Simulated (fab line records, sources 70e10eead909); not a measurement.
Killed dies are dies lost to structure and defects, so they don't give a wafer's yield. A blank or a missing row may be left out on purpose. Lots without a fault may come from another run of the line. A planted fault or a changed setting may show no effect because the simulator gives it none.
Chamber matching | flow nand_harc | NHARC_A_CONTACT_ETCH_92 on rie_diel-08: 4 sister chambers
The step etches the open film in CH3F/O2, target depth 40 nm, time 85.7 s. 20 wafers are shown with their chamber, then 10 later ones without.

WAFERS WITH THEIR CHAMBER
wafer  | chamber | showerhead_plenum_p_Torr (Torr) | drypump_motor_current_A (A) | rf_vpp_V (V)
L951.1 | 3       | 2.57                            | 5.2                         | 247.2
L951.3 | 1       | 2.36                            | 6.1                         | 242.5
L951.5 | 1       | 2.36                            | 6.2                         | 242.9
L949.2 | 1       | 2.36                            | 6.2                         | 244.2
L949.3 | 3       | 2.57                            | 5.2                         | 246.1
L949.4 | 0       | 2.36                            | 5.7                         | 244.3
L950.1 | 3       | 2.57                            | 5.3                         | 245.9
L950.2 | 1       | 2.36                            | 6.1                         | 242.8
L950.4 | 0       | 2.36                            | 5.7                         | 241.5
L953.1 | 3       | 2.57                            | 5.2                         | 247.0
L953.3 | 2       | 2.56                            | 6.2                         | 246.1
L953.6 | 3       | 2.57                            | 5.3                         | 246.4
L959.1 | 2       | 2.55                            | 6.2                         | 246.6
L959.3 | 1       | 2.35                            | 6.2                         | 243.7
L959.4 | 0       | 2.36                            | 5.8                         | 243.6
L960.4 | 0       | 2.36                            | 5.7                         | 244.0
L960.5 | 3       | 2.57                            | 5.3                         | 247.0
L960.6 | 0       | 2.36                            | 5.7                         | 243.4
L963.3 | 0       | 2.35                            | 5.7                         | 242.0
L963.5 | 0       | 2.35                            | 5.7                         | 243.0

SIGNATURES (means of the wafers above)
reading                  | chamber 0 | chamber 1 | chamber 2 | chamber 3 | scatter within a chamber
showerhead_plenum_p_Torr | 2.3571    | 2.3580    | 2.5550    | 2.5700    | 0.00413
drypump_motor_current_A  | 5.714     | 6.160     | 6.200     | 5.250     | 0.0472
rf_vpp_V                 | 243.114   | 243.220   | 246.350   | 246.600   | 0.788
Rule: a wafer's distance from a chamber is the root of the sum, over the readings, of the square of ((its reading less the chamber's mean) divided by the reading's scatter). The wafer belongs to the nearest chamber; if the next one is less than 2 further off, it can't be placed. The scatter: the root of (the sum of the squares of (reading less its chamber's mean) over the shown wafers, divided by (wafers less chambers)).

WAFERS WITHOUT THEIR CHAMBER
wafer  | showerhead_plenum_p_Torr (Torr) | drypump_motor_current_A (A) | rf_vpp_V (V)
L963.6 | 2.56                            | 5.3                         | 246.6
L964.3 | 2.35                            | 6.2                         | 241.4
L964.5 | 2.35                            | 5.7                         | 243.0
L964.6 | 2.35                            | 6.2                         | 242.7
L965.4 | 2.35                            | 5.7                         | 243.5
L965.5 | 2.56                            | 5.3                         | 246.2
L965.6 | 2.35                            | 5.8                         | 242.0
L971.1 | 2.56                            | 5.2                         | 245.5
L971.2 | 2.35                            | 6.2                         | 242.1
L971.5 | 2.55                            | 6.2                         | 245.4

WHICH CHAMBER EACH WENT THROUGH
wafer  | from the rows above | in truth
L963.6 | 3                   | 3
L964.3 | 1                   | 1
L964.5 | 0                   | 0
L964.6 | 1                   | 1
L965.4 | 0                   | 0
L965.5 | 3                   | 3
L965.6 | 0                   | 0
L971.1 | 3                   | 3
L971.2 | 1                   | 1
L971.5 | 2                   | 2
Placed correctly: 10 of 10. Can't be placed from these rows: 0. Placed wrongly: 0.
